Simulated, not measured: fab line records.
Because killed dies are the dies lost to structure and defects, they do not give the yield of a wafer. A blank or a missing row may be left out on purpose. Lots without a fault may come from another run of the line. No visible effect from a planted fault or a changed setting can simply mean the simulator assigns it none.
Split-lot study ; flow n5 finfet ; route with 1938 steps; 7 lots, 21 wafers read

## ON THE SPLIT
At N5_GATE_CUT_EXPOSE_10 (exposes mask GATE CUT, target cd 20 nm), the setting dose mj was moved away from the recipe's 43.25 on 5 of the 21 wafers read, by -6.1% to +3.2%. The other wafers ran this setting at the recipe's value.

## FROM THE SPLIT TO THE READING: what the file shows between them, 2 steps
- N5_GATE_CUT_PEB_11: peb time 60 s
- N5_GATE_CUT_DEVELOP_12: develop time 30 s

## THE READING
cd nm, in nm, at N5_GATE_CUT_CD_MEAS_13 (target cd 20 nm). Fault-free wafers of this fab line usually give 20.09 nm, standard deviation 0.26 nm.

wafer;tool, chamber at the split;dose mj as run;against the recipe;cd nm, nm;against lot-mates on the recipe
L078.1;euv scanner-01, 0;44.63;+3.2%;21.20;+1.21
L078.3;euv scanner-01, 0;44.63;+3.2%;20.46;+0.47
L078.6;euv scanner-01, 0;43.25;recipe;19.99;-
L079.2;euv scanner-01, 0;43.25;recipe;20.02;-
L079.3;euv scanner-01, 0;43.25;recipe;19.77;-
L079.5;euv scanner-01, 0;43.25;recipe;20.17;-
L082.2;euv scanner-02, 0;41.1;-5.0%;19.41;-1.17
L082.3;euv scanner-02, 0;43.25;recipe;20.24;-
L082.4;euv scanner-02, 0;43.25;recipe;20.92;-
L091.1;euv scanner-02, 0;43.25;recipe;20.52;-
L091.2;euv scanner-02, 0;43.25;recipe;20.26;-
L091.6;euv scanner-02, 0;43.25;recipe;20.27;-
L094.1;euv scanner-01, 0;43.25;recipe;20.19;-
L094.4;euv scanner-01, 0;43.25;recipe;19.80;-
L094.5;euv scanner-01, 0;43.25;recipe;20.40;-
L095.1;euv scanner-01, 0;43.25;recipe;19.93;-
L095.2;euv scanner-01, 0;43.25;recipe;20.18;-
L095.6;euv scanner-01, 0;43.25;recipe;20.05;-
L097.2;euv scanner-02, 0;43.25;recipe;20.06;-
L097.4;euv scanner-02, 0;40.63;-6.1%;18.21;-1.85
L097.5;euv scanner-02, 0;40.63;-6.1%;18.56;-1.50

FIT RESULTS
A straight line over all 21 wafers: cd nm changes by +0.249 nm for each +1% of dose mj; r = +0.88; the points scatter about the line by 0.32 nm.
The same after taking each lot's own level away (the mean of its wafers on the recipe; 21 wafers): +0.266 nm for each +1%; r = +0.95; scatter 0.22 nm.
The reading moves by 1.6 nm for the largest change in dose mj, on that fit.
The lots' own levels span 19.987 to 20.580 nm, that is 2.3 times the standard deviation above.
Hence the lot-to-lot level has little effect on the slope; both slopes agree.
Check: -1.5 nm against its lot-mates is what the line predicts for one of the wafers moved furthest among these (-6.1%) when that wafer is left out of the fit. It came out at -1.85 nm against them.

## THE WHOLE CHAIN: every reading that the file lists as answering this split, in the file's order
step;what it does;reading;change (the file's fit);r (the file's)
N5_GATE_CUT_CD_MEAS_13;target cd 20 nm;cd nm;+0.26 nm for each +1% of the setting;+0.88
N5_GATE_CUT_DESCUM_18;chemistry O2, time 7 s;GATE_CUT.cd nm (the simulator's own value, which no gauge read);+0.226 nm for each +1% of the setting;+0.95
N5_GATE_CUT_HM_OPEN_40;chemistry C4F6/O2, target SiO2, target depth 139 nm, time 85.1 s;GATE_CUT.cd nm (the simulator's own value, which no gauge read);+0.224 nm for each +1% of the setting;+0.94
N5_GATE_CUT_ETCH_47;etches SiO2 in Cl2/BCl3, target depth 10 nm;GATE_CUT.cd nm (the simulator's own value, which no gauge read);+0.269 nm for each +1% of the setting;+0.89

## THE FILE'S OWN FIT
cd nm changes by +0.26 nm for each +1% of dose mj, r = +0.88.
